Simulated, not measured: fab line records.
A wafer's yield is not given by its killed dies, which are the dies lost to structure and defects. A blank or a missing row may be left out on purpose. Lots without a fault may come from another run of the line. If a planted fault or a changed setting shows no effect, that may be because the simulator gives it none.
fab line records	flow n5Finfet
[record] lots = 24	wafers = 72	lastDay = 18
route steps=1938 shown BEOL_M13@1705 BEOL_M14@1728
lots untouched by any fault: they come from a run of this same line in which no faults occurred
startH: the number of hours between the record's first day and the start of the first shown wafer of the lot	waitH: hours elapsed since this lot's preceding step	" repeats the value in the row above	L1.1+2: several wafers, shown together as one row	- no value present, or no start provided	* or withheld: withheld	< > ~ a bound
route shown NAME@n: NAME is a module with steps in the file, n the number in the route of the first one	usual: average and standard deviation across the fault-free wafers	same: alike in all rows	chamber/n: place in a boat	sites: each site's reading	_std_site: the values' standard deviation	_edge_site: mean of outer sites minus mean of inner sites	radiusMm: for every site, how far away it sits from the centre of the wafer	mask NAME#n: copy n	behind: the last tool/chamber to shape the wafer	hold: cause of the lot's hold/its duration in hours/its outcome	device: transistor that didn't switch, given as n, p or np	end of line: the route-end tests of the same wafers	a step with no rows: only its recipe	killed: count of dies lost to structure and defects at first sort (not the wafer's yield)	map: dies across one wafer; x = killed, . = not, _ = none there
set.NAME: setting as actually run; set.NAME@STEP: the setting as run at that earlier step	model.NAME: the simulator's own value behind a step, which no gauge read
the route's steps for a sample of lots (tables are steps, rows are wafers)
services: a tool's chamber out of use, with start hour (startH, from the record's first day; less than 0 if before it), hours out, and reason
[[steps]]
[step N5_BEOL_M13_SPUTTER_43]
[recipe] material = TaN	targetThkA = 150	tempC = 50	biasV = 168.6	powerW = 15000	chamberPressurePa = 0.12	timeS = 24.19
[usual] throttleValvePct = 29.9/0.79
lot.wafer	tool	chamber	startH	waitH	throttleValvePct
L074.3	pvdSputter-02	-	250.49	0.0	30.8
L074.4	"	-	"	"	30.0
L074.6	"	-	"	"	29.8
L076.1	pvdSputter-02	-	263.74	0.0	30.5
L076.4	"	-	"	"	29.8
L076.6	"	-	"	"	30.2
L075.1	pvdSputter-02	-	269.22	0.0	30.3
L075.3	"	-	"	"	29.6
L075.5	"	-	"	"	29.6
L077.3	pvdSputter-01	-	282.81	0.0	30.0
L077.4	"	-	"	"	28.8
L077.6	"	-	"	"	30.0
L078.2	pvdSputter-02	-	289.79	0.0	30.6
L078.3	"	-	"	"	30.7
L078.6	"	-	"	"	30.6
L079.1	pvdSputter-03	-	290.71	0.0	28.6
L079.4	"	-	"	"	30.5
L079.6	"	-	"	"	30.9
L080.4	pvdSputter-02	-	293.05	0.0	29.6
L080.5	"	-	"	"	29.9
L080.6	"	-	"	"	30.8
L082.2	pvdSputter-03	-	305.82	0.0	28.6
L082.4	"	-	"	"	30.9
L082.5	"	-	"	"	28.8
L081.3	pvdSputter-03	-	306.84	0.0	28.4
L081.5	"	-	"	"	29.4
L081.6	"	-	"	"	28.6
L083.1	pvdSputter-03	-	310.38	0.0	29.1
L083.4	"	-	"	"	28.6
L083.6	"	-	"	"	29.3
L084.1	pvdSputter-02	-	311.47	0.0	29.8
L084.4	"	-	"	"	30.4
L084.6	"	-	"	"	30.6
L085.1	pvdSputter-01	-	321.68	0.0	30.3
L085.2	"	-	"	"	28.1
L085.3	"	-	"	"	28.5
L087.1	pvdSputter-02	-	324.80	0.0	29.9
L087.3	"	-	"	"	30.3
L087.5	"	-	"	"	30.0
L086.2	pvdSputter-01	-	331.98	0.0	29.9
L086.3	"	-	"	"	28.0
L086.4	"	-	"	"	28.8
L089.1	pvdSputter-03	-	342.94	0.0	29.2
L089.5	"	-	"	"	30.3
L089.6	"	-	"	"	30.6
L090.1	pvdSputter-02	-	343.21	0.0	29.9
L090.3	"	-	"	"	29.8
L090.6	"	-	"	"	30.3
L088.1	pvdSputter-03	-	346.81	0.0	28.4
L088.4	"	-	"	"	29.0
L088.5	"	-	"	"	30.7
L092.1	pvdSputter-01	-	361.00	0.0	28.6
L092.2	"	-	"	"	29.9
L092.3	"	-	"	"	30.4
L093.1	pvdSputter-01	-	366.86	0.0	27.9
L093.3	"	-	"	"	30.1
L093.4	"	-	"	"	30.2
L091.1	pvdSputter-02	-	378.34	0.0	30.3
L091.2	"	-	"	"	30.0
L091.4	"	-	"	"	30.9
L096.3	pvdSputter-03	-	381.36	0.0	30.4
L096.5	"	-	"	"	30.6
L096.6	"	-	"	"	30.9
L094.3	pvdSputter-02	-	381.42	0.0	30.7
L094.4	"	-	"	"	30.2
L094.6	"	-	"	"	30.7
L095.2	pvdSputter-02	-	387.97	0.0	29.9
L095.5	"	-	"	"	30.8
L095.6	"	-	"	"	29.9
L097.2	pvdSputter-01	-	392.72	0.0	30.5
L097.3	"	-	"	"	28.8
L097.5	"	-	"	"	30.4
[step N5_BEOL_M13_SPUTTER_44]
[recipe] material = Ta	targetThkA = 100	tempC = 50	biasV = 80	powerW = 15000	chamberPressurePa = 0.07	timeS = 16.13
[usual] throttleValvePct = 29.9/0.81
lot.wafer	tool	chamber	startH	waitH	throttleValvePct
L074.3	pvdSputter-02	-	250.57	0.0	30.7
L074.4	"	-	"	"	29.9
L074.6	"	-	"	"	29.6
L076.1	pvdSputter-02	-	263.82	0.0	30.8
L076.4	"	-	"	"	29.8
L076.6	"	-	"	"	30.2
L075.1	pvdSputter-02	-	269.30	0.0	30.5
L075.3	"	-	"	"	29.7
L075.5	"	-	"	"	29.8
L077.3	pvdSputter-01	-	282.89	0.0	30.1
L077.4	"	-	"	"	28.8
L077.6	"	-	"	"	30.0
L078.2	pvdSputter-02	-	289.87	0.0	30.7
L078.3	"	-	"	"	30.3
L078.6	"	-	"	"	30.9
L079.1	pvdSputter-03	-	290.79	0.0	28.8
L079.4	"	-	"	"	30.6
L079.6	"	-	"	"	30.8
L080.4	pvdSputter-02	-	293.13	0.0	30.0
L080.5	"	-	"	"	29.8
L080.6	"	-	"	"	30.6
L082.2	pvdSputter-03	-	305.90	0.0	28.4
L082.4	"	-	"	"	30.9
L082.5	"	-	"	"	28.4
L081.3	pvdSputter-03	-	306.92	0.0	28.4
L081.5	"	-	"	"	29.0
L081.6	"	-	"	"	28.7
L083.1	pvdSputter-03	-	310.46	0.0	29.4
L083.4	"	-	"	"	28.8
L083.6	"	-	"	"	29.0
L084.1	pvdSputter-02	-	311.56	0.0	29.9
L084.4	"	-	"	"	30.2
L084.6	"	-	"	"	30.7
L085.1	pvdSputter-01	-	321.76	0.0	30.1
L085.2	"	-	"	"	28.5
L085.3	"	-	"	"	28.5
L087.1	pvdSputter-02	-	324.88	0.0	29.8
L087.3	"	-	"	"	30.3
L087.5	"	-	"	"	29.9
L086.2	pvdSputter-01	-	332.06	0.0	30.0
L086.3	"	-	"	"	28.2
L086.4	"	-	"	"	28.7
L089.1	pvdSputter-03	-	343.02	0.0	29.3
L089.5	"	-	"	"	30.4
L089.6	"	-	"	"	31.0
L090.1	pvdSputter-02	-	343.29	0.0	29.7
L090.3	"	-	"	"	29.8
L090.6	"	-	"	"	30.1
L088.1	pvdSputter-03	-	346.89	0.0	28.7
L088.4	"	-	"	"	29.2
L088.5	"	-	"	"	30.6
L092.1	pvdSputter-01	-	361.08	0.0	28.2
L092.2	"	-	"	"	30.1
L092.3	"	-	"	"	30.4
L093.1	pvdSputter-01	-	366.94	0.0	28.0
L093.3	"	-	"	"	30.0
L093.4	"	-	"	"	30.3
L091.1	pvdSputter-02	-	378.42	0.0	30.2
L091.2	"	-	"	"	29.8
L091.4	"	-	"	"	30.5
L096.3	pvdSputter-03	-	381.44	0.0	30.8
L096.5	"	-	"	"	30.5
L096.6	"	-	"	"	30.9
L094.3	pvdSputter-02	-	381.50	0.0	30.7
L094.4	"	-	"	"	30.3
L094.6	"	-	"	"	30.7
L095.2	pvdSputter-02	-	388.05	0.0	29.7
L095.5	"	-	"	"	30.7
L095.6	"	-	"	"	29.5
L097.2	pvdSputter-01	-	392.80	0.0	30.2
L097.3	"	-	"	"	28.7
L097.5	"	-	"	"	30.4
[step N5_BEOL_M14_INSPECT_12]
[recipe] mode = adi	inspectInstrument = macro
[usual] rawDefectCount = 2.0/1.4
lot.wafer	tool	chamber	startH	waitH	rawDefectCount
L074.3	defectInspect-01	-	252.56	0.0	4
L074.4	"	-	"	"	3
L074.6	"	-	"	"	4
L076.1	defectInspect-01	-	265.53	0.0	2
L076.4	"	-	"	"	2
L076.6	"	-	"	"	1
L075.1	defectInspect-02	-	271.14	0.0	0
L075.3	"	-	"	"	2
L075.5	"	-	"	"	2
L077.3	defectInspect-01	-	285.18	0.0	4
L077.4	"	-	"	"	0
L077.6	"	-	"	"	1
L078.2	defectInspect-02	-	291.69	0.0	3
L078.3	"	-	"	"	2
L078.6	"	-	"	"	0
L079.1	defectInspect-02	-	292.90	0.0	3
L079.4	"	-	"	"	4
L079.6	"	-	"	"	2
L080.4	defectInspect-02	-	295.22	0.0	2
L080.5	"	-	"	"	2
L080.6	"	-	"	"	4
L082.2	defectInspect-01	-	307.81	0.0	3
L082.4	"	-	"	"	2
L082.5	"	-	"	"	2
L081.3	defectInspect-01	-	308.70	0.0	1
L081.5	"	-	"	"	1
L081.6	"	-	"	"	0
L083.1	defectInspect-01	-	312.23	0.0	2
L083.4	"	-	"	"	1
L083.6	"	-	"	"	3
L084.1	defectInspect-01	-	313.27	0.0	4
L084.4	"	-	"	"	0
L084.6	"	-	"	"	1
L085.1	defectInspect-01	-	324.45	0.0	0
L085.2	"	-	"	"	0
L085.3	"	-	"	"	3
L087.1	defectInspect-02	-	326.59	0.0	4
L087.3	"	-	"	"	1
L087.5	"	-	"	"	1
L086.2	defectInspect-01	-	333.84	0.0	3
L086.3	"	-	"	"	1
L086.4	"	-	"	"	2
L089.1	defectInspect-02	-	344.84	0.0	2
L089.5	"	-	"	"	1
L089.6	"	-	"	"	1
L090.1	defectInspect-02	-	345.11	0.0	0
L090.3	"	-	"	"	1
L090.6	"	-	"	"	2
L088.1	defectInspect-01	-	348.73	0.0	1
L088.4	"	-	"	"	1
L088.5	"	-	"	"	1
L092.1	defectInspect-01	-	362.90	0.0	3
L092.2	"	-	"	"	0
L092.3	"	-	"	"	4
L093.1	defectInspect-01	-	369.15	0.0	1
L093.3	"	-	"	"	3
L093.4	"	-	"	"	0
L091.1	defectInspect-01	-	380.11	0.0	3
L091.2	"	-	"	"	2
L091.4	"	-	"	"	4
L096.3	defectInspect-01	-	383.55	0.0	1
L096.5	"	-	"	"	1
L096.6	"	-	"	"	2
L094.3	defectInspect-01	-	383.72	0.0	2
L094.4	"	-	"	"	2
L094.6	"	-	"	"	3
L095.2	defectInspect-01	-	389.76	0.0	3
L095.5	"	-	"	"	3
L095.6	"	-	"	"	4
L097.2	defectInspect-02	-	395.38	0.0	2
L097.3	"	-	"	"	2
L097.5	"	-	"	"	3
[step N5_BEOL_M14_INSPECT_30]
[recipe] mode = adi	inspectInstrument = macro
[usual] rawDefectCount = 2.2/1.4
lot.wafer	tool	chamber	startH	waitH	rawDefectCount
L074.3	defectInspect-01	-	253.68	0.0	2
L074.4	"	-	"	"	1
L074.6	"	-	"	"	4
L076.1	defectInspect-01	-	266.55	0.0	3
L076.4	"	-	"	"	1
L076.6	"	-	"	"	0
L075.1	defectInspect-02	-	272.11	0.0	1
L075.3	"	-	"	"	3
L075.5	"	-	"	"	1
L077.3	defectInspect-01	-	286.12	0.0	2
L077.4	"	-	"	"	2
L077.6	"	-	"	"	3
L078.2	defectInspect-02	-	292.68	0.0	5
L078.3	"	-	"	"	1
L078.6	"	-	"	"	2
L079.1	defectInspect-02	-	293.86	0.0	4
L079.4	"	-	"	"	1
L079.6	"	-	"	"	1
L080.4	defectInspect-02	-	296.39	0.0	5
L080.5	"	-	"	"	2
L080.6	"	-	"	"	5
L082.2	defectInspect-02	-	308.70	0.0	1
L082.4	"	-	"	"	1
L082.5	"	-	"	"	1
L081.3	defectInspect-01	-	309.54	0.0	5
L081.5	"	-	"	"	0
L081.6	"	-	"	"	2
L083.1	defectInspect-02	-	313.17	0.0	2
L083.4	"	-	"	"	1
L083.6	"	-	"	"	2
L084.1	defectInspect-02	-	314.25	0.0	4
L084.4	"	-	"	"	5
L084.6	"	-	"	"	3
L085.1	defectInspect-01	-	325.70	0.0	0
L085.2	"	-	"	"	5
L085.3	"	-	"	"	5
L087.1	defectInspect-02	-	327.63	0.0	4
L087.3	"	-	"	"	3
L087.5	"	-	"	"	2
L086.2	defectInspect-01	-	334.69	0.0	2
L086.3	"	-	"	"	4
L086.4	"	-	"	"	1
L089.1	defectInspect-02	-	345.82	0.0	1
L089.5	"	-	"	"	3
L089.6	"	-	"	"	2
L090.1	defectInspect-02	-	346.36	0.0	1
L090.3	"	-	"	"	1
L090.6	"	-	"	"	3
L088.1	defectInspect-01	-	349.60	0.0	1
L088.4	"	-	"	"	1
L088.5	"	-	"	"	1
L092.1	defectInspect-02	-	363.87	0.0	1
L092.2	"	-	"	"	3
L092.3	"	-	"	"	0
L093.1	defectInspect-01	-	370.00	0.0	4
L093.3	"	-	"	"	3
L093.4	"	-	"	"	4
L091.1	defectInspect-01	-	381.09	0.0	3
L091.2	"	-	"	"	3
L091.4	"	-	"	"	2
L096.3	defectInspect-01	-	384.44	0.0	1
L096.5	"	-	"	"	3
L096.6	"	-	"	"	2
L094.3	defectInspect-02	-	384.61	0.0	2
L094.4	"	-	"	"	2
L094.6	"	-	"	"	2
L095.2	defectInspect-01	-	390.75	0.0	3
L095.5	"	-	"	"	0
L095.6	"	-	"	"	1
L097.2	defectInspect-02	-	396.23	0.0	3
L097.3	"	-	"	"	4
L097.5	"	-	"	"	3
[step N5_BEOL_M14_ETCH_67]
[recipe] chemistry = CF4	target = SiARC	targetDepthA = 1430	timeS = 238.3	ionEnergyEv = 80	pressureMtorr = 40	sourceW = 545	biasW = 36	Ar_flow_sccm = 100	cf4FlowSccm = 100	ends = cleared
[usual] drypumpMotorCurrentA = 5.9/0.44	etchRfOnTimeS = 240/8	oesProductAu = 0.67/0.083	rfFwdPowerW = 543.3/1.6	rfVppV = 184.0/1.1	showerheadPlenumPTorr = 2.14/0.067	throttleValvePct = 15.7/0.3
lot.wafer	tool	chamber	startH	waitH	drypumpMotorCurrentA	etchRfOnTimeS	oesProductAu	rfFwdPowerW	rfHoursCounterH	rfVppV	showerheadPlenumPTorr	throttleValvePct
L074.3	rieDiel-01	2	253.75	0.0	5.7	238	0.63	543.9	207	185.3	2.20	16.0
L074.4	"	1	"	"	6.5	232	0.76	541.9	24	184.2	2.17	15.0
L074.6	"	0	"	"	6.3	231	0.82	540.0	-	186.0	2.28	15.7
L076.1	rieDiel-02	2	267.08	0.0	5.8	251	0.65	541.6	122	184.8	2.17	15.8
L076.4	"	2	"	"	5.8	248	0.65	544.2	-	183.5	2.17	15.8
L076.6	"	0	"	"	5.3	236	0.61	545.1	-	183.3	2.12	16.0
L075.1	rieDiel-05	0	272.18	0.0	6.4	253	0.61	541.0	194	183.4	2.07	15.9
L075.3	"	2	"	"	5.9	236	0.59	542.7	235	185.1	2.10	15.7
L075.5	"	1	"	"	4.7	251	0.56	545.6	-	185.1	2.19	16.1
L077.3	rieDiel-05	1	286.18	0.0	4.7	248	0.56	543.9	246	183.9	2.19	16.1
L077.4	"	0	"	"	6.4	251	0.60	540.8	200	183.5	2.07	15.9
L077.6	"	2	"	"	5.9	233	0.60	542.7	-	183.1	2.10	15.7
L078.2	rieDiel-02	2	292.90	0.0	5.7	252	0.63	542.2	134	184.7	2.16	15.8
L078.3	"	1	"	"	5.8	245	0.60	543.5	190	181.6	2.03	15.6
L078.6	"	3	"	"	5.9	229	0.75	541.9	-	182.7	2.09	15.6
L079.1	rieDiel-02	3	293.93	0.0	5.9	233	0.74	541.2	57	181.5	2.09	15.6
L079.4	"	0	"	"	5.3	235	0.60	543.0	239	183.0	2.12	16.1
L079.6	"	1	"	"	5.8	248	0.59	543.3	-	183.7	2.02	15.6
L080.4	rieDiel-05	0	296.46	0.0	6.3	250	0.61	543.6	203	183.2	2.07	15.9
L080.5	"	2	"	"	5.9	234	0.59	541.5	-	181.7	2.10	15.8
L080.6	"	1	"	"	4.7	251	0.55	544.3	-	183.2	2.19	16.1
L082.2	rieDiel-02	0	308.77	0.0	5.3	238	0.59	544.9	244	183.6	2.12	16.1
L082.4	"	2	"	"	5.8	249	0.64	544.0	141	185.1	2.16	15.8
L082.5	"	1	"	"	5.9	246	0.59	543.9	-	184.1	2.02	15.6
L081.3	rieDiel-01	2	309.61	0.0	5.7	239	0.61	542.7	230	184.5	2.19	16.1
L081.5	"	2	"	"	5.7	239	0.61	542.4	-	186.8	2.19	16.1
L081.6	"	3	"	"	5.8	236	0.62	541.6	-	185.4	2.10	15.7
L083.1	rieDiel-01	1	313.24	0.0	6.5	234	0.73	544.6	43	183.4	2.17	15.0
L083.4	"	3	"	"	5.7	238	0.62	545.9	223	183.1	2.10	15.7
L083.6	"	1	"	"	6.5	232	0.73	545.7	-	183.5	2.17	15.1
L084.1	rieDiel-01	0	314.35	0.0	6.3	228	0.78	544.8	38	187.1	2.27	15.7
L084.4	"	2	"	"	5.7	240	0.61	541.3	232	184.9	2.19	16.1
L084.6	"	1	"	"	6.6	235	0.73	541.4	-	184.6	2.17	15.0
L085.1	rieDiel-01	2	325.77	0.0	5.7	240	0.61	542.1	236	184.4	2.19	16.1
L085.2	"	0	"	"	6.3	232	0.78	544.4	42	185.9	2.27	15.7
L085.3	"	3	"	"	5.8	239	0.61	543.2	227	184.1	2.10	15.7
L087.1	rieDiel-01	2	327.71	0.0	5.7	241	0.60	543.4	237	184.6	2.19	16.1
L087.3	"	3	"	"	5.8	238	0.61	542.4	228	184.0	2.10	15.7
L087.5	"	3	"	"	5.8	238	0.61	542.5	-	184.7	2.10	15.7
L086.2	rieDiel-02	2	334.76	0.0	5.7	251	0.63	543.6	151	183.2	2.16	15.8
L086.3	"	3	"	"	5.9	234	0.72	544.0	72	182.9	2.09	15.7
L086.4	"	3	"	"	5.9	234	0.73	541.0	-	183.9	2.09	15.7
L089.1	rieDiel-02	3	345.91	0.0	5.9	231	0.72	541.9	78	185.3	2.08	15.7
L089.5	"	2	"	"	5.8	249	0.63	541.4	-	184.5	2.15	15.8
L089.6	"	3	"	"	5.9	232	0.73	542.2	-	184.5	2.08	15.7
L090.1	rieDiel-01	0	346.46	0.0	6.3	228	0.77	542.4	51	184.4	2.27	15.7
L090.3	"	1	"	"	6.5	233	0.72	542.3	56	184.4	2.16	15.1
L090.6	"	0	"	"	6.3	228	0.77	541.8	-	185.2	2.27	15.7
L088.1	rieDiel-05	3	349.66	0.0	5.6	246	0.74	542.1	39	184.5	2.19	15.3
L088.4	"	3	"	"	5.6	247	0.73	544.9	-	184.2	2.19	15.3
L088.5	"	0	"	"	6.3	253	0.59	544.7	-	181.0	2.06	15.9
L092.1	rieDiel-01	3	363.94	0.0	5.7	238	0.60	540.9	243	185.6	2.10	15.7
L092.2	"	0	"	"	6.3	231	0.76	540.9	57	185.5	2.27	15.7
L092.3	"	2	"	"	5.7	242	0.60	541.0	248	183.8	2.19	16.1
L093.1	rieDiel-01	0	370.13	0.0	6.3	230	0.75	544.0	60	186.3	2.27	15.8
L093.3	"	1	"	"	6.6	236	0.70	543.4	65	184.6	2.16	15.1
L093.4	"	3	"	"	5.7	238	0.60	543.4	-	183.1	2.10	15.7
L091.1	rieDiel-05	3	381.16	0.0	5.6	247	0.72	543.6	49	185.2	2.19	15.3
L091.2	"	2	"	"	5.9	232	0.84	545.0	10	183.5	2.09	15.3
L091.4	"	0	"	"	6.3	254	0.59	541.5	236	182.9	2.06	16.0
L096.3	rieDiel-01	2	384.50	0.0	5.7	234	0.81	545.5	2	183.9	2.18	15.6
L096.5	"	1	"	"	6.5	236	0.69	543.1	-	185.2	2.16	15.1
L096.6	"	2	"	"	5.7	235	0.82	544.3	-	185.1	2.18	15.6
L094.3	rieDiel-02	3	385.01	0.0	5.9	233	0.70	543.4	92	182.4	2.08	15.7
L094.4	"	2	"	"	5.8	253	0.61	544.2	171	182.9	2.15	15.9
L094.6	"	1	"	"	5.8	249	0.57	543.4	-	183.3	2.02	15.7
L095.2	rieDiel-05	2	391.32	0.0	5.9	233	0.82	545.5	14	185.0	2.09	15.3
L095.5	"	2	"	"	5.9	231	0.82	544.9	-	183.1	2.09	15.3
L095.6	"	0	"	"	6.4	254	0.58	546.5	-	182.2	2.06	16.0
L097.2	rieDiel-02	1	396.29	0.0	5.8	250	0.57	544.5	228	181.1	2.01	15.7
L097.3	"	2	"	"	5.8	252	0.61	542.9	174	184.6	2.15	15.9
L097.5	"	3	"	"	5.9	231	0.71	544.4	-	184.3	2.08	15.7
[step N5_BEOL_M14_SPUTTER_44]
[recipe] material = Ta	targetThkA = 150	tempC = 50	biasV = 80	powerW = 15000	chamberPressurePa = 0.07	timeS = 24.19
[usual] throttleValvePct = 29.9/0.78
lot.wafer	tool	chamber	startH	waitH	throttleValvePct
L074.3	pvdSputter-03	-	257.45	0.0	28.7
L074.4	"	-	"	"	30.9
L074.6	"	-	"	"	30.4
L076.1	pvdSputter-02	-	270.38	0.0	29.8
L076.4	"	-	"	"	30.3
L076.6	"	-	"	"	30.3
L075.1	pvdSputter-02	-	273.42	0.0	30.9
L075.3	"	-	"	"	30.2
L075.5	"	-	"	"	30.0
L077.3	pvdSputter-03	-	289.83	0.0	30.6
L077.4	"	-	"	"	30.7
L077.6	"	-	"	"	30.7
L078.2	pvdSputter-01	-	295.15	0.0	28.7
L078.3	"	-	"	"	30.0
L078.6	"	-	"	"	28.1
L079.1	pvdSputter-02	-	298.76	0.0	29.7
L079.4	"	-	"	"	29.9
L079.6	"	-	"	"	29.9
L080.4	pvdSputter-02	-	300.66	0.0	30.9
L080.5	"	-	"	"	29.7
L080.6	"	-	"	"	30.6
L082.2	pvdSputter-02	-	312.48	0.0	30.0
L082.4	"	-	"	"	30.6
L082.5	"	-	"	"	31.1
L081.3	pvdSputter-02	-	313.07	0.0	29.8
L081.5	"	-	"	"	29.8
L081.6	"	-	"	"	31.0
L083.1	pvdSputter-03	-	314.70	0.0	29.5
L083.4	"	-	"	"	30.6
L083.6	"	-	"	"	30.7
L084.1	pvdSputter-03	-	315.52	0.0	28.7
L084.4	"	-	"	"	30.9
L084.6	"	-	"	"	28.6
L085.1	pvdSputter-03	-	327.99	0.0	30.5
L085.2	"	-	"	"	30.8
L085.3	"	-	"	"	28.6
L087.1	pvdSputter-01	-	331.42	0.0	28.2
L087.3	"	-	"	"	30.4
L087.5	"	-	"	"	28.3
L086.2	pvdSputter-02	-	338.08	0.0	30.3
L086.3	"	-	"	"	30.4
L086.4	"	-	"	"	29.6
L089.1	pvdSputter-02	-	351.26	0.0	29.8
L089.5	"	-	"	"	30.3
L089.6	"	-	"	"	29.7
L090.1	pvdSputter-02	-	351.79	0.0	30.2
L090.3	"	-	"	"	29.6
L090.6	"	-	"	"	30.0
L088.1	pvdSputter-03	-	351.80	0.0	29.4
L088.4	"	-	"	"	30.6
L088.5	"	-	"	"	28.3
L092.1	pvdSputter-03	-	366.71	0.0	29.3
L092.2	"	-	"	"	30.6
L092.3	"	-	"	"	30.6
L093.1	pvdSputter-02	-	371.86	0.0	30.9
L093.3	"	-	"	"	29.7
L093.4	"	-	"	"	30.1
L091.1	pvdSputter-02	-	384.18	0.0	29.4
L091.2	"	-	"	"	29.9
L091.4	"	-	"	"	30.2
L096.3	pvdSputter-01	-	387.33	0.0	28.7
L096.5	"	-	"	"	30.3
L096.6	"	-	"	"	30.1
L094.3	pvdSputter-02	-	388.37	0.0	30.3
L094.4	"	-	"	"	29.5
L094.6	"	-	"	"	30.5
L095.2	pvdSputter-01	-	392.48	0.0	30.4
L095.5	"	-	"	"	30.3
L095.6	"	-	"	"	30.5
L097.2	pvdSputter-01	-	404.63	0.0	28.3
L097.3	"	-	"	"	30.1
L097.5	"	-	"	"	28.8
[[services]]
tool	chamber	startH	hours	kind
rieDiel-02	3	241.86	46.0	repair
rieDiel-05	3	243.39	-	clean
rieDiel-05	3	243.39	-	consumableReplace:focusRing
rieDiel-05	3	243.39	13.8	scheduledDown
rieDiel-05	3	243.39	13.8	ventCycle
rieDiel-05	-	266.00	4.0	pm
rieDiel-05	0	319.99	7.4	repair
rieDiel-02	0	327.18	-	clean
rieDiel-02	0	327.18	-	consumableReplace:focusRing
rieDiel-02	0	327.18	35.0	scheduledDown
rieDiel-02	0	327.18	35.0	ventCycle
rieDiel-01	2	350.29	6.7	repair
rieDiel-02	1	363.22	4.6	repair
pvdSputter-01	-	363.48	2.4	repair
rieDiel-01	2	366.80	-	clean
rieDiel-01	2	366.80	-	consumableReplace:focusRing
rieDiel-01	2	366.80	13.5	scheduledDown
rieDiel-01	2	366.80	13.5	ventCycle
rieDiel-01	3	380.36	-	clean
rieDiel-01	3	380.36	-	consumableReplace:focusRing
rieDiel-01	3	380.36	14.8	scheduledDown
rieDiel-01	3	380.36	14.8	ventCycle
rieDiel-05	1	389.84	8.9	repair
rieDiel-05	2	397.86	5.2	repair
[[key]]
fault none
